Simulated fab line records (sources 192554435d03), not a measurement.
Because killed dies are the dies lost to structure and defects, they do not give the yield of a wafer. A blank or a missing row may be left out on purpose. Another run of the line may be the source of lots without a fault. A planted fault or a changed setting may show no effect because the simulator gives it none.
fab line records -- flow n5_finfet
[record] lots = 8, wafers = 24, last_day = 17
route steps=1938 shown SDB@359 BEOL_M4@1111 PASSIVATION@1936
lots untouched by any fault: they come from a run of this same line in which no faults occurred
start_h: start of the lot's first displayed wafer, in hours after the record's first day -- wait_h: hours since the lot's step before -- " repeats the value in the row above -- L1.1+2: a single row standing in for several wafers -- - no value, or no start was given -- * or withheld: withheld -- < > ~ a bound
route shown NAME@n: NAME is a module with steps in the file, n the number in the route of the first one -- usual: mean/standard deviation taken from wafers without a fault -- same: alike in all rows -- chamber/n: place in a boat -- sites: each site's reading -- _std_site: the standard deviation of these -- _edge_site: outer sites' mean less inner sites' -- radius_mm: for every site, how far away it sits from the centre of the wafer -- mask NAME#n: copy n -- behind: tool/chamber where the wafer was last shaped -- hold: what put the lot on hold/how long, in hours/how the hold closed -- device: transistor that didn't switch, given as n, p or np -- end of line: at the end of the route, the tests of the same wafers -- for a step that has no rows: nothing shown but its recipe -- killed: at the first sort, the dies lost to defects and structure; wafer yield is something else -- map: shows each die of a wafer: x if killed, . if not, _ if none is there
set.NAME: the run value of the setting; set.NAME@STEP: its run value at that earlier step -- model.NAME: the simulator's own value behind a step, which no gauge read
a sample of lots followed through the steps of the route, with each step as a table and each wafer as a row
services: the hour from which a tool's chamber was out of use, counted from the record's first day as start_h (under 0 if before that day), plus the number of hours and why
[[steps]]
[step N5_SDB_DESCUM_16]
[recipe] chemistry = O2, time_s = 7.9, source_power_w = 50, bias_power_w = 20, pressure_mtorr = 20, rf_frequency_hz = 2.712e+07, temp_c = 40, resist = CAR-ArF, o2_flow_sccm = 225
[usual] drypump_motor_current_A = 5.6/0.47, o2_flow_sccm = 225.1/0.69, oes_product_au = 0.81/0.092, rf_vpp_V = 243.2/1.4, showerhead_plenum_p_Torr = 2.10/0.078, throttle_valve_pct = 20.5/0.31
[same] time_s = 7.9
lot.wafer,tool,chamber,start_h,wait_h,drypump_motor_current_A,o2_flow_sccm,oes_product_au,rf_hours_counter_h,rf_vpp_V,showerhead_plenum_p_Torr,throttle_valve_pct
L891.1,rie_diel-01,1,90.70,0.8,5.0,224.1,0.74,144,242.1,2.03,21.0
L891.3,rie_diel-01,0,90.70,0.8,4.7,223.7,0.75,169,243.6,2.07,20.1
L891.5,rie_diel-01,1,90.70,0.8,5.0,223.6,0.75,-,241.8,2.03,21.0
L895.1,rie_diel-01,1,114.97,0.0,5.0,224.3,0.74,154,241.5,2.03,21.0
L895.4,rie_diel-01,3,114.97,0.0,5.4,225.6,0.94,16,242.6,2.04,20.2
L895.6,rie_diel-01,2,114.97,0.0,6.2,224.6,0.70,-,243.8,2.14,20.6
L899.3,rie_diel-06,1,137.81,0.0,6.2,224.7,1.01,2,243.9,2.06,20.1
L899.4,rie_diel-06,0,137.81,0.0,5.7,224.9,0.88,44,245.0,2.23,20.2
L899.6,rie_diel-06,3,137.81,0.0,5.6,224.1,0.83,-,243.2,2.02,20.5
L900.1,rie_diel-01,1,145.32,0.0,5.0,224.9,0.74,164,241.7,2.03,21.0
L900.2,rie_diel-01,2,145.32,0.0,6.2,225.9,0.69,249,242.7,2.14,20.6
L900.5,rie_diel-01,0,145.32,0.0,4.7,224.5,0.74,-,242.7,2.06,20.2
L902.1,rie_diel-01,3,157.27,0.0,5.4,224.9,0.89,31,243.1,2.03,20.2
L902.3,rie_diel-01,1,157.27,0.0,5.0,225.3,0.72,169,241.8,2.03,21.1
L902.4,rie_diel-01,3,157.27,0.0,5.4,225.0,0.89,-,241.9,2.03,20.2
L903.2,rie_diel-01,1,161.18,0.0,5.0,224.6,0.73,171,241.7,2.03,21.0
L903.5,rie_diel-01,0,161.18,0.0,4.7,224.5,0.73,-,243.0,2.06,20.2
L903.6,rie_diel-01,1,161.18,0.0,5.0,225.4,0.73,-,240.4,2.02,21.1
L909.1,rie_diel-01,0,197.64,0.2,4.7,224.4,0.73,209,244.3,2.05,20.2
L909.4,rie_diel-01,2,197.64,0.2,6.2,226.1,0.94,12,244.3,2.13,20.2
L909.5,rie_diel-01,3,197.64,0.2,5.4,224.9,0.88,-,242.4,2.03,20.2
L910.2,rie_diel-01,2,202.27,0.4,6.2,225.1,0.94,14,243.5,2.13,20.2
L910.4,rie_diel-01,0,202.27,0.4,4.7,226.0,0.72,210,241.0,2.05,20.2
L910.5,rie_diel-01,1,202.27,0.4,5.0,225.1,0.71,-,241.0,2.02,21.1
[step N5_SDB_STRIP_21]
[recipe] chemistry = CF4, resist = SiARC, power_w = 300, bias_power_w = 75, pressure_mtorr = 50, cf4_flow_sccm = 150, rf_frequency_hz = 6e+07
[usual] drypump_motor_current_A = 5.6/0.47, oes_product_au = 0.79/0.085, rf_vpp_V = 271.2/1.5, showerhead_plenum_p_Torr = 1.79/0.06, throttle_valve_pct = 13.58/0.25
lot.wafer,tool,chamber,start_h,wait_h,drypump_motor_current_A,oes_product_au,rf_hours_counter_h,rf_vpp_V,showerhead_plenum_p_Torr,throttle_valve_pct
L891.1,rie_diel-01,1,90.91,0.0,5.0,0.74,144,270.4,1.72,13.85
L891.3,rie_diel-01,0,90.91,0.0,4.7,0.75,169,269.9,1.79,13.55
L891.5,rie_diel-01,1,90.91,0.0,5.0,0.75,-,269.7,1.72,13.85
L895.1,rie_diel-01,1,115.18,0.0,5.0,0.74,154,269.2,1.72,13.89
L895.4,rie_diel-01,3,115.18,0.0,5.4,0.92,16,271.4,1.77,13.29
L895.6,rie_diel-01,2,115.18,0.0,6.2,0.68,-,273.2,1.85,13.89
L899.3,rie_diel-06,1,138.02,0.0,6.3,0.97,2,268.9,1.77,13.29
L899.4,rie_diel-06,0,138.02,0.0,5.7,0.85,44,272.5,1.88,13.30
L899.6,rie_diel-06,3,138.02,0.0,5.6,0.80,-,270.6,1.73,13.52
L900.1,rie_diel-01,1,145.53,0.0,5.0,0.73,164,270.0,1.71,13.88
L900.2,rie_diel-01,2,145.53,0.0,6.2,0.68,249,271.8,1.84,13.91
L900.5,rie_diel-01,0,145.53,0.0,4.7,0.74,-,271.0,1.78,13.57
L902.1,rie_diel-01,3,157.47,0.0,5.4,0.90,31,269.2,1.76,13.33
L902.3,rie_diel-01,1,157.47,0.0,5.0,0.73,169,271.4,1.71,13.89
L902.4,rie_diel-01,3,157.47,0.0,5.4,0.89,-,268.7,1.76,13.30
L903.2,rie_diel-01,1,161.49,0.0,5.0,0.73,171,268.9,1.71,13.91
L903.5,rie_diel-01,0,161.49,0.0,4.7,0.73,-,271.0,1.78,13.61
L903.6,rie_diel-01,1,161.49,0.0,5.0,0.73,-,269.8,1.71,13.91
L909.1,rie_diel-01,0,197.85,0.0,4.7,0.72,209,271.1,1.78,13.62
L909.4,rie_diel-01,2,197.85,0.0,6.2,0.91,13,271.7,1.84,13.37
L909.5,rie_diel-01,3,197.85,0.0,5.4,0.87,-,269.3,1.76,13.34
L910.2,rie_diel-01,2,202.48,0.0,6.2,0.92,14,270.9,1.84,13.39
L910.4,rie_diel-01,0,202.48,0.0,4.7,0.71,210,270.7,1.78,13.64
L910.5,rie_diel-01,1,202.48,0.0,5.0,0.72,-,270.1,1.71,13.96
[step N5_SDB_ETCH_25]
[recipe] chemistry = C4F6/O2, target = SiO2, target_depth_a = 100, time_s = 3.3, ion_energy_ev = 250, mask_material = SiNx, pressure_mtorr = 30, source_w = 345, bias_w = 185, Ar_flow_sccm = 300, C4F6_flow_sccm = 10, O2_flow_sccm = 10
[usual] C4F6_flow_sccm = 10.001/0.028, O2_flow_sccm = 10.00/0.032, drypump_motor_current_A = 5.6/0.53, oes_product_au = 0.81/0.098, rf_vpp_V = 662/13, showerhead_plenum_p_Torr = 2.85/0.096, throttle_valve_pct = 21.22/0.25, time_s = 3.3/0
lot.wafer,tool,chamber,start_h,wait_h,C4F6_flow_sccm,O2_flow_sccm,drypump_motor_current_A,oes_product_au,rf_hours_counter_h,rf_vpp_V,showerhead_plenum_p_Torr,throttle_valve_pct,time_s
L891.1,rie_diel-01,3,91.64,0.4,10.019,9.94,5.3,0.96,8,683,2.80,20.96,3.3
L891.3,rie_diel-01,2,91.64,0.4,9.988,9.94,6.2,0.69,230,662,2.93,21.40,3.3
L891.5,rie_diel-01,3,91.64,0.4,10.011,9.95,5.4,0.96,-,684,2.80,20.98,3.3
L895.1,rie_diel-01,1,115.50,0.0,9.992,10.04,5.0,0.75,154,667,2.74,21.63,3.3
L895.4,rie_diel-01,2,115.50,0.0,10.033,10.02,6.2,0.69,239,661,2.93,21.41,3.3
L895.6,rie_diel-01,3,115.50,0.0,9.975,10.00,5.4,0.93,-,683,2.79,21.01,3.3
L899.3,rie_diel-06,3,138.34,0.0,-,-,-,-,-,-,-,-,-
L899.4,rie_diel-06,0,138.34,0.0,-,-,-,-,-,-,-,-,-
L899.6,rie_diel-06,0,138.34,0.0,-,-,-,-,-,-,-,-,-
L900.1,rie_diel-02,0,145.85,0.0,-,-,-,-,-,-,-,-,-
L900.2,rie_diel-02,1,145.85,0.0,-,-,-,-,-,-,-,-,-
L900.5,rie_diel-02,1,145.85,0.0,-,-,-,-,-,-,-,-,-
L902.1,rie_diel-06,1,157.79,0.0,10.011,10.02,6.3,0.96,10,668,2.79,20.86,3.3
L902.3,rie_diel-06,3,157.79,0.0,9.982,9.99,5.6,0.83,83,652,2.77,21.30,3.3
L902.4,rie_diel-06,0,157.79,0.0,9.989,10.01,5.7,0.87,51,660,3.03,21.05,3.3
L903.2,rie_diel-06,1,161.85,0.0,10.026,9.97,6.3,0.97,12,668,2.79,20.87,3.3
L903.5,rie_diel-06,2,161.85,0.0,9.974,9.98,5.5,0.71,-,640,2.93,21.63,3.3
L903.6,rie_diel-06,1,161.85,0.0,10.046,9.99,6.3,0.96,-,668,2.79,20.86,3.3
L909.1,rie_diel-02,0,198.17,0.0,10.033,9.96,5.5,0.89,44,651,3.04,21.26,3.3
L909.4,rie_diel-02,3,198.17,0.0,9.966,9.95,6.1,0.96,10,653,2.79,21.14,3.3
L909.5,rie_diel-02,1,198.17,0.0,10.064,9.98,6.3,0.76,-,647,2.76,21.09,3.3
L910.2,rie_diel-02,3,203.31,0.3,9.965,9.98,6.1,0.94,12,652,2.79,21.15,3.3
L910.4,rie_diel-02,1,203.31,0.3,10.042,9.96,6.3,0.75,158,646,2.76,21.08,3.3
L910.5,rie_diel-02,2,203.31,0.3,9.994,10.02,5.8,0.88,-,681,2.91,21.11,3.3
[step N5_SDB_CUT_ETCH_26]
[recipe] chemistry = HBr/Cl2/O2, target = Si, target_depth_a = 1296, bt_time_s = 20, mask_material = SiNx, time_s = 51.8, ion_energy_ev = *, bias_w = *, pressure_mtorr = 10, icp_w = 800, HBr_flow_sccm = 150, Cl2_flow_sccm = 80, O2_flow_sccm = 12
[usual] HBr_flow_sccm = 150.0/0.47, O2_flow_sccm = 12.00/0.031, drypump_motor_current_A = 5.5/0.32, mfc_cl2_sccm = 79.99/0.22, oes_product_au = 1.001/0.017, throttle_valve_pct = 37.2/0.37
[same] time_s = 51.8
lot.wafer,tool,chamber,start_h,wait_h,HBr_flow_sccm,O2_flow_sccm,drypump_motor_current_A,mfc_cl2_sccm,oes_product_au,rf_hours_counter_h,throttle_valve_pct
L891.1,rie_si-04,1,91.72,0.1,149.5,12.03,5.4,80.23,1.004,2,36.8
L891.3,rie_si-04,2,91.72,0.1,150.0,11.94,6.0,79.93,1.020,101,37.4
L891.5,rie_si-04,0,91.72,0.1,150.1,12.04,5.6,80.30,1.021,-,37.0
L895.1,rie_si-04,1,115.59,0.1,149.1,11.99,5.4,80.04,1.016,3,36.8
L895.4,rie_si-04,3,115.59,0.1,149.6,11.98,5.2,79.92,1.006,52,37.1
L895.6,rie_si-04,2,115.59,0.1,150.3,12.00,6.0,79.92,1.023,-,37.4
L899.3,rie_si-05,2,138.43,0.1,150.5,12.00,5.7,80.05,0.971,91,37.0
L899.4,rie_si-05,0,138.43,0.1,150.9,11.98,5.6,80.06,1.003,176,37.9
L899.6,rie_si-05,0,138.43,0.1,150.6,11.96,5.6,80.13,0.998,-,37.9
L900.1,rie_si-01,0,145.94,0.1,149.2,12.04,5.2,80.00,1.016,45,37.7
L900.2,rie_si-01,1,145.94,0.1,150.2,12.02,5.9,79.83,0.972,111,36.6
L900.5,rie_si-01,3,145.94,0.1,149.7,11.98,5.6,79.96,0.981,-,37.0
L902.1,rie_si-05,3,157.88,0.1,150.2,12.00,5.4,80.19,0.992,86,37.3
L902.3,rie_si-05,2,157.88,0.1,149.3,12.05,5.7,79.65,0.980,92,37.0
L902.4,rie_si-05,1,157.88,0.1,150.6,12.03,4.8,79.82,0.982,8,36.9
L903.2,rie_si-01,0,161.94,0.1,149.6,11.96,5.2,80.28,1.018,45,37.7
L903.5,rie_si-01,0,161.94,0.1,150.2,12.00,5.2,79.89,1.016,-,37.7
L903.6,rie_si-01,1,161.94,0.1,151.0,12.01,5.9,79.90,0.978,-,36.6
L909.1,rie_si-01,1,198.26,0.1,150.0,12.05,5.9,80.13,0.969,112,36.6
L909.4,rie_si-01,3,198.26,0.1,150.0,12.02,5.6,80.09,0.992,56,37.0
L909.5,rie_si-01,0,198.26,0.1,149.3,11.98,5.2,80.08,1.008,-,37.7
L910.2,rie_si-04,3,203.40,0.1,149.6,12.02,5.2,79.86,1.009,53,37.1
L910.4,rie_si-04,2,203.40,0.1,150.6,11.98,6.0,79.86,1.022,103,37.5
L910.5,rie_si-04,1,203.40,0.1,150.3,12.03,5.4,80.00,1.015,-,36.8
[step N5_BEOL_M4_RC_MEAS_101]
[usual] DIBL_N = 36.8/1.5, DIBL_P = 37.1/2.1, IOFF_N = 0.168/0.03, IOFF_P = 0.22/0.034, ION_N = 679/12, ION_P = 466/8, SS_N = 71.7/0.58, SS_P = 73.5/0.67, VT_N = 248.8/2.7, VT_P = -250/3.3
lot.wafer,tool,chamber,start_h,wait_h,DIBL_N[mV/V],DIBL_P[mV/V],IOFF_N[nA/um],IOFF_P[nA/um],ION_N[uA/um],ION_P[uA/um],SS_N[mV/dec],SS_P[mV/dec],VT_N[mV],VT_P[mV]
L891.1,prober-02,0,179.56,0.0,36.4,37.5,0.165,0.22,677,468,71.8,72.7,247.4,-253
L891.3,prober-02,0,179.56,0.0,38.7,40.5,0.200,0.27,687,468,72.6,74.0,246.2,-247
L891.5,prober-02,0,179.56,0.0,36.0,37.8,0.152,0.23,679,468,71.0,72.7,251.6,-246
L895.1,prober-02,0,211.98,0.0,38.5,38.9,0.202,0.22,682,455,72.4,74.0,246.2,-250
L895.4,prober-02,0,211.98,0.0,35.3,36.3,0.153,0.19,678,466,72.1,73.2,250.0,-253
L895.6,prober-02,0,211.98,0.0,37.8,39.0,0.204,0.24,696,467,72.0,74.1,245.2,-249
L902.1,prober-02,0,248.52,0.0,36.5,37.7,0.184,0.21,686,463,71.9,73.9,245.8,-253
L902.3,prober-02,0,248.52,0.0,35.7,37.1,0.152,0.19,682,471,71.7,72.8,249.9,-254
L902.4,prober-02,0,248.52,0.0,38.2,39.7,0.230,0.24,697,476,73.2,74.2,242.6,-250
L903.2,prober-01,0,262.98,0.2,37.2,37.4,0.178,0.23,690,467,71.8,72.4,245.2,-249
L903.5,prober-01,0,262.98,0.2,38.1,38.0,0.182,0.25,689,470,71.6,73.9,247.6,-247
L903.6,prober-01,0,262.98,0.2,35.6,35.5,0.146,0.20,683,468,70.7,72.7,251.3,-249
L909.1,prober-02,0,296.59,0.0,33.4,33.0,0.126,0.19,679,469,71.3,72.9,252.8,-251
L909.4,prober-02,0,296.59,0.0,34.7,34.8,0.147,0.22,681,472,71.5,73.4,252.4,-247
L909.5,prober-02,0,296.59,0.0,36.5,36.2,0.164,0.26,678,474,72.4,73.0,248.7,-246
L910.2,prober-01,0,314.67,0.2,37.7,38.6,0.167,0.25,676,467,71.3,73.1,249.5,-246
L910.4,prober-01,0,314.67,0.2,38.0,37.2,0.171,0.22,680,469,71.0,72.6,249.2,-248
L910.5,prober-01,0,314.67,0.2,35.4,34.7,0.135,0.18,667,455,71.3,72.9,252.4,-251
[step N5_PASSIVATION_PROBE_49]
[usual] defect_limited_yield = 91.0/1.5, killed_at_M0_to_M3 = 34/11, killed_at_M4_up = 14/5.3, killed_at_contacts = 13/7, killed_at_front_end = 41/13, killed_at_other = 4/3.1, killed_dies = 106/17, killed_on_rim = 14/3.9, killed_open = 70/12, killed_short = 35/8, sort_bin_5_function = 5.2/0.98, sort_bin_6_memory = 3.4/0.69, sort_n_pass = 1074/17, sort_yield_pct = 91.0/1.5
[same] gross_dies = 1180, killed_at_back_side = 0, sort_bin_4_leakage[%] = 0, sort_bin_8_speed[%] = 0
lot.wafer,tool,chamber,start_h,wait_h,defect_limited_yield[%],killed_at_M0_to_M3,killed_at_M4_up,killed_at_contacts,killed_at_front_end,killed_at_other,killed_dies,killed_on_rim,killed_open,killed_short,sort_bin_5_function[%],sort_bin_6_memory[%],sort_n_pass,sort_yield_pct[%]
L900.1,prober-02,-,341.91,0.0,0,31,12,10,1121,6,1180,152,69,33,96.6,3.1,0,0
L900.2,prober-02,-,341.96,0.1,0,48,21,9,1100,2,1180,152,89,42,95.7,3.7,0,0
L900.5,prober-02,-,342.11,0.2,0,23,20,6,1126,5,1180,152,55,39,96.8,3.0,0,0
L899.3,prober-02,-,356.60,0.1,0,23,11,3,1137,6,1180,152,40,35,97.1,2.7,0,0
L899.4,prober-02,-,356.65,0.2,0,35,11,12,1116,6,1180,152,63,34,96.4,3.3,0,0
L899.6,prober-02,-,356.75,0.3,0,32,11,18,1112,7,1180,152,82,33,96.2,3.6,0,0
// killed by level:class
L900.1 SDB:area_etch=1078 BEOL_M2:geometric_particle:open=13 FIN_SAQP:geometric_particle:open=8 STI_FIN_REVEAL:geometric_particle:open=8 MOL_CONTACT_COAG:geometric_particle:open=7 DUMMY_GATE:geometric_particle:open=6 FIN_SAQP:geometric_particle:short=5 BEOL_M2:geometric_particle:short=4
L900.2 SDB:area_etch=1049 BEOL_M2:geometric_particle:open=12 FIN_SAQP:geometric_particle:short=11 BEOL_M1:geometric_particle:open=10 MOL_CONTACT_COAG:geometric_particle:open=9 BEOL_M4:geometric_particle:open=9 STI_FIN_REVEAL:geometric_particle:open=8 GATE_CUT:geometric_particle:short=7
L900.5 SDB:area_etch=1085 FIN_SAQP:geometric_particle:short=9 STI_FIN_REVEAL:geometric_particle:open=8 BEOL_M4:geometric_particle:open=8 BEOL_M2:geometric_particle:open=7 MOL_CONTACT_COAG:geometric_particle:open=5 BEOL_M2:geometric_particle:short=4 BEOL_M3:geometric_particle:open=4
L899.3 SDB:area_etch=1104 DUMMY_GATE:geometric_particle:open=9 BEOL_M0_SAQP:geometric_particle:open=8 STARTING-WAFER:geometric_particle:short=6 FIN_SAQP:geometric_particle:short=4 BEOL_M0_SAQP:geometric_particle:short=4 BEOL_M2:geometric_particle:open=4 BEOL_M4:geometric_particle:open=4
L899.4 SDB:area_etch=1083 BEOL_M2:geometric_particle:open=11 STI_FIN_REVEAL:geometric_particle:open=7 MOL_CONTACT_COAG:geometric_particle:open=7 GATE_CUT:geometric_particle:short=6 BEOL_M0_SAQP:geometric_particle:short=6 MOL_CONTACT_COAG:geometric_particle:short=5 BEOL_M1:geometric_particle:open=5
L899.6 SDB:area_etch=1065 STI_FIN_REVEAL:geometric_particle:open=19 MOL_CONTACT_COAG:geometric_particle:open=15 BEOL_M3:geometric_particle:open=11 BEOL_M0_SAQP:geometric_particle:open=6 BEOL_M0_SAQP:geometric_particle:short=6 FIN_SAQP:geometric_particle:short=5 GATE_CUT:geometric_particle:short=5
[[services]]
tool,chamber,start_h,hours,kind
rie_diel-02,-,72.54,11.6,repair
rie_si-04,-,86.73,2.8,pm
rie_si-04,0,96.68,7.0,repair
rie_diel-02,2,96.77,1.5,repair
rie_si-04,2,99.52,3.7,repair
rie_diel-02,2,101.58,-,clean
rie_diel-02,2,101.58,-,consumable_replace:focus_ring
rie_diel-02,2,101.58,20.0,scheduled_down
rie_diel-02,2,101.58,20.0,vent_cycle
rie_diel-06,1,109.69,-,clean
rie_diel-06,1,109.69,-,consumable_replace:focus_ring
rie_diel-06,1,109.69,20.6,scheduled_down
rie_diel-06,1,109.69,20.6,vent_cycle
rie_diel-01,3,130.35,4.5,repair
rie_diel-01,2,147.45,-,clean
rie_diel-01,2,147.45,-,consumable_replace:focus_ring
rie_diel-01,2,147.45,14.8,scheduled_down
rie_diel-01,2,147.45,14.8,vent_cycle
rie_diel-02,3,148.32,-,clean
rie_diel-02,3,148.32,-,consumable_replace:focus_ring
rie_diel-02,3,148.32,21.2,scheduled_down
rie_diel-02,3,148.32,21.2,vent_cycle
rie_diel-01,-,148.96,0.1,repair
rie_diel-02,1,158.46,5.5,repair
[[key]]
[first_sign] step = N5_SDB_ETCH_25, reading = tool_record, direction = missing
[effect] step = N5_PASSIVATION_PROBE_49, reading = sort_bin_5_function, direction = up, sigmas = 93, usual = 5.2, struck = 96.5
[more_kills_born_at] N5_SDB_ETCH_25@rie_diel-06 = 3252, N5_SDB_ETCH_25@rie_diel-02 = 3212
met_at N5_SDB_ETCH_25
struck_lots L899,L900
later_rows_left_out L899.3,L899.4,L899.6,L900.1,L900.2,L900.5
not_acting_at N5_SDB_DESCUM_16,N5_SDB_STRIP_21,N5_SDB_CUT_ETCH_26
[fault] kind = skipped_step_whole, tool = rie_diel-02,rie_diel-06, chamber = -, onset_h = 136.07, steps = N5_SDB_ETCH_25, scope = struck_lots_only
// later_rows_left_out: the simulator's readings of these wafers behind a module that went badly wrong aren't trusted and aren't shown, but for the sort
